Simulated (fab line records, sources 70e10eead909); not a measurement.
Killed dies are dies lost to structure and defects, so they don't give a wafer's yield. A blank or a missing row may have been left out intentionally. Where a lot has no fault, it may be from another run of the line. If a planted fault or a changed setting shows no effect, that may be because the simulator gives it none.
fab line records | flow nandHarc
[record] lots = 13 wafers = 39 lastDay = 25
route steps=1159 shown A_STAIRCASE@689 END@1159
lots that met no fault: from a run of the same line without faults
startH: hours from the record's first day to the start of the lot's first wafer shown | waitH: hours since the lot's step before | " identical to the entry in the row above | L1.1+2: several wafers, shown together as one row | - no value, or no start was given | * or withheld: withheld | < > ~ a bound
route shown NAME@n: a module of which the file shows steps, and the number in the route of the first | usual: average and standard deviation across the fault-free wafers | same: alike in all rows | chamber/n: place in a boat | sites: the reading at each site | _std_site: standard deviation of those values | _edge_site: outer sites' mean less inner sites' | radiusMm: how far each site lies from the wafer's centre | mask NAME#n: copy n | behind: the tool/chamber that last shaped the wafer | hold: why the lot went on hold/how many hours it stayed there/how the hold came to an end | device: the n, p or np transistor that did not switch | end of line: tests of these same wafers at the route's end | for a step that has no rows: nothing shown but its recipe | killed: dies lost to structure and defects at the first sort, not the wafer's yield | map: the dies of a wafer, with x for killed, . for not killed, _ for no die there
set.NAME: setting as actually run; set.NAME@STEP: the setting as run at that earlier step | model.NAME: the simulator's own value behind a step, which no gauge read
steps of the route over a sample of lots; a table a step, a row a wafer
services: a tool's chamber out of use, with start hour (startH, from the record's first day; less than 0 if before it), hours out, and reason
[[steps]]
[step NHARC_A_STAIRCASE_HM_OPEN_463]
[recipe] o2FlowSccm = 400 cosFlowSccm = 20 arFlowSccm = 0 rfW = 500 biasW = 300 chemistry = O2/COS
[usual] drypumpMotorCurrentA = 5.8/0.32 o2FlowSccm = 400.1/1.2 oesProductAu = 1.004/0.0074 rfVppV = 467.1/2.3 showerheadPlenumPTorr = 3.12/0.1 throttleValvePct = 28.331/0.0094
// columns lot.wafer tool chamber startH waitH drypumpMotorCurrentA o2FlowSccm oesProductAu rfHoursCounterH rfVppV showerheadPlenumPTorr throttleValvePct
L157.4 rieDiel-05 0 - - 6.2 399.3 1.008 35 468.5 3.14 28.336
L157.5 " 0 " " 6.1 399.0 1.007 - 467.4 3.14 28.320
L157.6 " 1 " " 6.0 399.4 0.995 - 468.5 3.24 28.336
L158.3 rieDiel-05 3 - - 6.0 399.9 0.997 36 464.9 2.96 28.334
L158.5 " 3 " " 6.0 399.7 0.994 - 463.5 2.96 28.312
L158.6 " 0 " " 6.1 402.5 1.011 - 468.5 3.14 28.333
L159.4 rieDiel-05 0 - - 6.1 398.4 1.015 40 469.0 3.14 28.316
L159.1 " 2 " " 5.5 400.3 1.006 43 466.8 3.08 28.335
L159.6 " 0 " " 6.1 398.8 1.013 - 467.5 3.14 28.326
L161.2 rieDiel-11 1 - - 5.5 400.0 0.997 26 468.1 3.19 28.337
L161.5 " 3 " " 5.9 398.7 1.009 - 469.0 3.20 28.320
L161.6 " 0 " " 5.3 399.6 1.014 - 466.6 3.11 28.334
L160.1 rieDiel-05 3 - - 5.9 399.9 0.993 41 463.9 2.96 28.315
L160.3 " 0 " " 6.2 399.4 1.002 40 466.6 3.14 28.335
L160.5 " 2 " " 5.4 401.0 1.001 - 466.0 3.08 28.341
L162.2 rieDiel-05 2 - - 5.4 400.1 1.000 46 466.7 3.08 28.326
L162.1 " 3 " " 5.9 401.3 0.999 43 464.4 2.96 28.328
L162.6 " 0 " " 6.2 402.0 1.021 - 468.8 3.14 28.326
L163.3 rieDiel-11 3 - - 5.9 400.6 0.996 34 468.8 3.20 28.337
L163.1 " 0 " " 5.3 401.3 1.010 33 467.1 3.11 28.334
L163.2 " 1 " " 5.5 400.8 0.995 33 469.2 3.19 28.337
L164.4 rieDiel-11 1 - - 5.5 399.9 0.996 33 469.0 3.19 28.354
L164.3 " 2 " " 6.0 398.9 1.001 34 471.5 3.33 28.348
L164.6 " 0 " " 5.3 402.1 1.011 - 466.0 3.11 28.329
L167.4 rieDiel-05 1 - - 6.0 398.3 0.998 58 469.5 3.23 28.329
L167.1 " 3 " " 5.9 401.1 1.005 55 463.1 2.95 28.329
L167.5 " 1 " " 6.0 401.4 1.005 - 469.9 3.23 28.325
L166.4 rieDiel-04 0 - - 6.0 401.0 1.000 7 469.5 3.19 28.334
L166.2 " 2 " " 5.6 401.1 0.995 8 464.3 3.04 28.341
L166.5 " 0 " " 6.0 401.1 1.008 - 470.9 3.19 28.333
L171.4 rieDiel-11 3 - - 5.9 401.4 1.016 51 469.1 3.19 28.306
L171.6 " 2 " " 6.0 400.4 1.009 - 472.7 3.32 28.318
L171.5 " 3 " " 5.9 401.7 1.013 - 467.0 3.19 28.322
L175.2 rieDiel-05 0 - - 6.1 401.0 1.012 6 467.9 3.13 28.319
L175.3 " 2 " " 5.4 402.7 1.014 12 465.3 3.07 28.315
L175.6 " 3 " " 5.9 400.0 0.997 - 462.0 2.94 28.335
L180.1 rieDiel-04 2 - - 5.6 399.7 1.011 42 464.6 3.03 28.335
L180.2 " 1 " " 5.0 399.7 0.994 42 466.0 3.07 28.336
L180.6 " 2 " " 5.6 400.3 1.007 - 466.3 3.03 28.347
[step NHARC_A_STAIRCASE_DEP_417]
[recipe] targetThkA = 600 stepCoveragePct = 20 tempC = 400 targetThkNm = 60 flowSccm = 200 rfW = 450 material = Si3N4
[usual] heaterPowerOuterW = 451/91 heaterPowerW = 792/150
// columns lot.wafer tool chamber startH waitH heaterPowerOuterW heaterPowerW
L157.4 pecvd-01 2 273.35 - 328 640
L157.5 " 1 " " 534 930
L157.6 " 2 " " 340 635
L158.3 pecvd-04 2 276.41 - 343 639
L158.6 " 0 " " 492 888
L158.5 " 1 " " 468 777
L159.1 pecvd-02 2 281.58 - 469 765
L159.4 " 2 " " 480 793
L159.6 " 0 " " 437 709
L161.2 pecvd-04 0 283.23 - 405 738
L161.6 " 1 " " 441 764
L161.5 " 2 " " 387 709
L160.3 pecvd-02 1 285.77 - 317 610
L160.1 " 0 " " 424 703
L160.5 " 0 " " 417 695
L162.2 pecvd-02 0 294.29 - 431 686
L162.1 " 1 " " 372 682
L162.6 " 1 " " 377 695
L163.1 pecvd-01 2 298.20 - 418 773
L163.2 " 1 " " 542 961
L163.3 " 2 " " 414 744
L164.3 pecvd-01 2 300.16 - 412 752
L164.4 " 1 " " 627 1091
L164.6 " 2 " " 408 732
L167.1 pecvd-01 2 323.03 - 377 706
L167.4 " 1 " " 625 1075
L167.5 " 1 " " 620 1074
L166.2 pecvd-02 0 327.92 - 464 745
L166.4 " 2 " " 436 703
L166.5 " 1 " " 317 634
L171.4 pecvd-01 1 351.83 - 567 1028
L171.5 " 1 " " 567 1007
L171.6 " 2 " " 400 739
L175.2 pecvd-01 1 376.92 - 637 1121
L175.3 " 1 " " 624 1115
L175.6 " 1 " " 635 1100
L180.1 pecvd-04 2 401.63 - 378 688
L180.2 " 0 " " 476 820
L180.6 " 2 " " 374 661
[step NHARC_A_STAIRCASE_CVD_552]
[recipe] targetThkA = 400 tempC = 700 pressureMtorr = 300 material = SiNx
[usual] zonePowerLowerPct = 11.6/1.3 zonePowerTopPct = 22.3/2.2
// columns lot.wafer tool chamber startH waitH zonePowerLowerPct zonePowerTopPct
L157.4 lpcvd-02 1 281.73 - 11.5 23.1
L157.5 " 1 " " 11.3 22.8
L157.6 " 1 " " 11.8 22.7
L158.3 lpcvd-02 0 287.05 - 10.1 20.0
L158.5 " 0 " " 10.2 20.0
L158.6 " 0 " " 10.0 20.6
L159.1 lpcvd-02 1 287.05 - 11.3 23.4
L159.4 " 1 " " 11.3 23.1
L159.6 " 1 " " 11.3 22.9
L160.1 lpcvd-02 0 291.11 - 10.2 20.0
L160.3 " 0 " " 10.1 20.6
L160.5 " 0 " " 10.0 20.5
L161.2 lpcvd-02 1 291.11 - 11.5 23.0
L161.5 " 1 " " 11.5 23.4
L161.6 " 1 " " 11.5 23.2
L162.1 lpcvd-01 0 302.78 - 10.7 26.2
L162.2 " 0 " " 10.7 25.5
L162.6 " 0 " " 10.8 25.9
L163.1 lpcvd-01 0 306.79 - 10.7 26.1
L163.2 " 0 " " 10.8 26.0
L163.3 " 0 " " 10.7 26.3
L164.3 lpcvd-01 0 306.79 - 10.6 26.2
L164.4 " 0 " " 10.7 25.9
L164.6 " 0 " " 10.7 25.9
L166.2 lpcvd-02 1 336.68 - 11.6 23.0
L166.4 " 1 " " 11.3 22.9
L166.5 " 1 " " 11.3 23.4
L167.1 lpcvd-02 1 336.68 - 11.4 23.3
L167.4 " 1 " " 11.3 23.3
L167.5 " 1 " " 11.3 23.4
L171.4 lpcvd-01 1 358.83 - 13.3 20.4
L171.5 " 1 " " 13.4 21.1
L171.6 " 1 " " 13.3 20.8
L171.4 lpcvd-01 1 366.72 4.7 13.4 21.0
L171.5 " 1 " " 13.2 21.1
L171.6 " 1 " " 13.6 21.1
L175.2 lpcvd-01 1 385.18 - 13.2 20.8
L175.3 " 1 " " 13.3 21.0
L175.6 " 1 " " 13.1 20.8
L175.2 lpcvd-01 1 389.05 0.7 13.4 20.3
L175.3 " 1 " " 13.4 21.1
L175.6 " 1 " " 13.2 21.1
L180.1 lpcvd-01 1 407.22 - 13.4 20.7
L180.2 " 1 " " 13.5 20.7
L180.6 " 1 " " 13.4 20.5
[step NHARC_A_STAIRCASE_DEP_322]
[recipe] targetThkA = 38000 tempC = 400 targetThkNm = 3800 teosFlowSccm = 200 rfW = 500 material = SiO2
[usual] heaterPowerOuterW = 391/83 heaterPowerW = 704/130
// columns lot.wafer tool chamber startH waitH heaterPowerOuterW heaterPowerW
L157.4 pecvd-01 1 292.81 0.5 475 900
L157.5 " 2 " " 301 599
L157.6 " 1 " " 487 924
L159.1 pecvd-01 2 298.75 0.3 374 699
L159.4 " 2 " " 312 592
L159.6 " 2 " " 304 603
L158.3 pecvd-02 1 298.82 0.4 290 569
L158.6 " 1 " " 285 572
L158.5 " 0 " " 368 603
L160.1 pecvd-01 2 302.71 0.1 383 714
L160.3 " 2 " " 298 603
L160.5 " 2 " " 307 620
L161.2 pecvd-02 1 302.72 0.1 381 700
L161.5 " 1 " " 290 564
L161.6 " 0 " " 363 619
L162.2 pecvd-02 0 313.41 0.1 379 623
L162.1 " 1 " " 378 686
L162.6 " 0 " " 369 612
L164.3 pecvd-04 0 320.81 0.1 472 843
L164.6 " 0 " " 366 673
L164.4 " 1 " " 346 625
L163.1 pecvd-01 2 320.81 0.1 374 695
L163.2 " 1 " " 522 952
L163.3 " 2 " " 306 611
L167.1 pecvd-01 1 349.41 0.1 525 932
L167.4 " 1 " " 464 905
L167.5 " 1 " " 493 903
L166.2 pecvd-02 1 349.60 0.3 298 580
L166.4 " 2 " " 423 720
L166.5 " 0 " " 335 551
L171.4 pecvd-01 1 376.36 0.5 472 882
L171.6 " 1 " " 477 894
L171.5 " 2 " " 309 597
L175.2 pecvd-01 2 400.02 0.5 385 724
L175.3 " 0 " " 355 578
L175.6 " 0 " " 332 557
L180.1 pecvd-02 2 418.87 0.3 487 809
L180.2 " 0 " " 426 695
L180.6 " 0 " " 336 554
[step NHARC_END_SORT_01]
[recipe] tempC = 25
[usual] killedAtArray = 25/9.8 killedAtOther = 0.8/1.1 killedAtPeriphery = 3.3/2.1 killedDies = 29/10 killedOpen = 3.3/1.8 killedShort = 1.9/1.4
[same] grossDies = 677
// columns lot.wafer tool chamber startH waitH killedAtArray killedAtOther killedAtPeriphery killedDies killedOpen killedShort
L171.4 prober-01 0 533.84 3.4 671 3 3 677 2 2
L171.5 prober-01 0 534.64 3.7 669 2 6 677 3 4
L171.6 prober-01 0 535.44 4.0 671 3 3 677 2 2
L175.2 prober-02 0 566.03 2.8 675 0 2 677 5 0
L175.3 prober-02 0 566.84 3.1 674 0 3 677 5 1
L175.6 prober-02 0 569.25 4.0 677 0 0 677 0 0
// killed by level:class
L171.4 A_STAIRCASE:areaCvd=640 A_CHANNEL_HOLE_D1:chamberFilmFlake=16 A_CONTACT:chamberFilmFlake=6 A_STAIRCASE:chamberFilmFlake=3 THIN_TSV:chamberFilmFlake=3 A_ONON_D1:geometricParticle:short=2 A_M0:chamberFilmFlake=2 P_CONTACT:geometricParticle:open=1
L171.5 A_STAIRCASE:areaCvd=649 A_CHANNEL_HOLE_D1:chamberFilmFlake=9 P_STI:chamberFilmFlake=3 A_STAIRCASE:chamberFilmFlake=3 A_CONTACT:chamberFilmFlake=3 P_CONTACT:geometricParticle:short=2 THIN_TSV:chamberFilmFlake=2 P_CONTACT:geometricParticle:open=1
L171.6 A_STAIRCASE:areaCvd=641 A_CHANNEL_HOLE_D1:chamberFilmFlake=15 A_STAIRCASE:chamberFilmFlake=6 A_CONTACT:chamberFilmFlake=6 THIN_TSV:chamberFilmFlake=3 A_ONON_D1:geometricParticle:open=2 P_CONTACT:geometricParticle:short=1 A_CONTACT:geometricParticle:short=1
L175.2 A_STAIRCASE:areaCvd=632 A_CHANNEL_HOLE_D1:chamberFilmFlake=18 A_SLIT:chamberFilmFlake=11 A_CONTACT:chamberFilmFlake=5 A_STAIRCASE:chamberFilmFlake=4 A_WL_FILL:geometricParticle:open=2 A_CONTACT:geometricParticle:open=2 P_M1:geometricParticle:open=1
L175.3 A_STAIRCASE:areaCvd=632 A_CHANNEL_HOLE_D1:chamberFilmFlake=21 A_SLIT:chamberFilmFlake=8 A_STAIRCASE:chamberFilmFlake=6 A_WL_FILL:geometricParticle:open=2 A_BLC:chamberFilmFlake=2 P_GATE:geometricParticle:open=1 P_M0:geometricParticle:open=1
L175.6 A_STAIRCASE:areaCvd=643 A_CHANNEL_HOLE_D1:chamberFilmFlake=17 A_SLIT:chamberFilmFlake=7 A_CONTACT:chamberFilmFlake=5 A_STAIRCASE:chamberFilmFlake=2 A_BLC:chamberFilmFlake=2 A_WL_FILL:chamberFilmFlake=1
[[services]]
// columns tool chamber startH hours kind
pecvd-01 0 249.06 136.3 repair
pecvd-01 1 250.14 - clean
pecvd-01 2 250.14 - clean
rieDiel-04 1 253.92 2.7 repair
rieDiel-04 1 275.49 13.2 repair
rieDiel-04 2 286.14 9.2 repair
pecvd-04 1 286.35 13.8 repair
pecvd-04 - 288.78 0.7 repair
rieDiel-04 - 289.06 9.0 pm
pecvd-02 2 296.48 7.5 repair
rieDiel-11 1 304.97 3.8 repair
rieDiel-05 2 305.93 9.1 repair
rieDiel-11 - 310.36 0.3 repair
lpcvd-01 - 314.00 26.0 pm
rieDiel-05 1 323.17 52.0 repair
pecvd-02 - 334.17 13.0 pm
rieDiel-05 - 341.01 9.0 pm
rieDiel-11 3 350.25 3.7 repair
rieDiel-11 - 366.62 9.0 pm
pecvd-04 - 377.01 13.0 pm
rieDiel-11 2 399.95 2.8 repair
pecvd-01 - 418.14 13.0 pm
pecvd-01 0 418.14 13.0 ventCycle
pecvd-01 1 418.14 13.0 ventCycle
[[key]]
[firstSign] step = NHARC_A_STAIRCASE_CVD_552 reading = visit direction = added
[effect] step = NHARC_END_SORT_01 reading = killedAtArray direction = up sigmas = 66 usual = 25 struck = 673
[moreKillsBornAt] NHARC_A_STAIRCASE_CVD_552@lpcvd-01 = 3837
metAt NHARC_A_STAIRCASE_CVD_552
struckLots L171,L175
laterRowsLeftOut L171.4,L171.5,L171.6,L175.2,L175.3,L175.6
testerLeftOut L171,L175
notActingAt NHARC_A_STAIRCASE_HM_OPEN_463,NHARC_A_STAIRCASE_DEP_417,NHARC_A_STAIRCASE_DEP_322
[fault] kind = repeatedStepWhole tool = lpcvd-01,lpcvd-02 chamber = - onsetH = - steps = NHARC_A_STAIRCASE_CVD_552 times = 1 scope = struckLotsOnly
// testerLeftOut: of these lots the tester's yield and bins aren't shown, on N5 and GAA mostly nor the transistor test; their killed dies are dies lost to structure and defects alone, not to doping, threshold or leakage, so they don't give the yield
// laterRowsLeftOut: the simulator's readings of these wafers behind a module that went badly wrong aren't trusted and aren't shown, but for the sort
